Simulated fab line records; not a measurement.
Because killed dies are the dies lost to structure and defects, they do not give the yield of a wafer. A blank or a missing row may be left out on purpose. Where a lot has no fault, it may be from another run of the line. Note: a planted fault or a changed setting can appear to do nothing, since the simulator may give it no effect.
A lot that was struck, set against a sound lot ; flow n5_finfet ; 13 out of 1938 route steps
Sound: the wafers L356.1, L356.2, L356.3. The struck wafers were L353.1, L353.5, L353.6. At the end, the cause is stated.
Order at every step that has rows: each side's tool, ch and its chambers, its first start. Under that, the readings that differ: sound wafers ; struck wafers ; difference of the means ; sigmas: that difference in standard deviations of wafers without a fault.
alike: words and numbers the same on both sides, and readings whose means are apart by under 2 such deviations; not compared: readings that were withheld, readings missing a value for some wafer, numbers with overlapping values and no deviation given by the record, and bounds like >300 which may hide the same value.
The two part at a step that has a row with sigmas, a row that says differs or no value, or rows on one side only. Non-overlapping numbers with no deviation appear without sigmas and do not part them. A reading missing from all wafers of one side parts the sides only when that side holds two or more wafers.

N5_BEOL_M15_DESCUM_33: chemistry O2, time 7.9 s.
  sound on rie_diel-02 ch 0,1,3, day 16 19:22; struck on rie_diel-02 ch 1,2,3, day 14 16:53
  alike: drypump_motor_current_A, o2_flow_sccm, oes_product_au, rf_vpp_V, showerhead_plenum_p_Torr, throttle_valve_pct
  not compared: rf_hours_counter_h
N5_BEOL_M15_ETCH_61: etches BARC in N2/H2, target depth 89 nm, overetch 26.7 nm, time 67.9 s.
  sound on rie_diel-02 ch 0,1,3, day 16 19:23; struck on rie_diel-02 ch 1,2,3, day 14 16:55
  alike: drypump_motor_current_A, h2_flow_sccm, oes_product_au, rf_vpp_V, showerhead_plenum_p_Torr, throttle_valve_pct
  not compared: rf_hours_counter_h
then, 3 steps without rows for these wafers: N5_BEOL_M15_TRENCH_ETCH_34 (etches SiO2 in C4F8/O2/Ar, target depth 872.93 nm, time 199 s); N5_BEOL_M15_STRIP_36 (strips in O2); N5_BEOL_M15_STRIP_62 (strips in O2).
N5_BEOL_M15_STRIP_37: strips in O2.
  sound: rie_diel-06 ch 1,2,3; struck: rie_diel-04 ch 1,2,3
  alike: drypump_motor_current_A, o2_flow_sccm, oes_product_au, rf_vpp_V, showerhead_plenum_p_Torr, throttle_valve_pct
  not compared: rf_hours_counter_h
then, 3 steps without rows for these wafers: N5_BEOL_M15_ETCH_38 (etches SiCN in CF4/N2, target depth 106.4 nm, time 120.5 s); N5_BEOL_M15_PRECLEAN_39 (cleans in residue remover, time 60 s); N5_BEOL_M15_SRD_40 (time 30 s, dry time 30 s).
N5_BEOL_M15_DEGAS_41: time 60 s.
  struck on pvd_sputter-01, day 14 18:50; sound on pvd_sputter-03, day 16 21:05
  alike: heater_power_w
N5_BEOL_M15_PRE_CLEAN_42: time 30 s.
  struck on pvd_sputter-01, day 14 18:53; sound on pvd_sputter-03, day 16 21:08
  alike: heater_power_w
N5_BEOL_M15_SPUTTER_43: material TaN, target thk 15 nm, time 24.19 s.
  struck on pvd_sputter-01, day 14 18:55; sound on pvd_sputter-03, day 16 21:10
reading;sound;struck;difference;sigmas
cathode_dc_power_W (W);15002 15002 15000;14387 14390 14392;-612;-99 or more
model.TaN_of_BEOL_M15_SPUTTER_43.thk_nm (nm);15 14.8 14.8;14.4 14.4 14.6;-0.4;
  alike: throttle_valve_pct
then, 1 step without rows for these wafers: N5_BEOL_M15_SPUTTER_44 (material Ta, target thk 15 nm, time 24.19 s).

WHERE THEY PART
N5_BEOL_M15_SPUTTER_43 only, going by this record.

WHY: what the simulator had put in
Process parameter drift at N5_BEOL_M15_SPUTTER_43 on pvd_sputter-01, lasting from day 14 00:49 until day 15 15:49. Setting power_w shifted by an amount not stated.
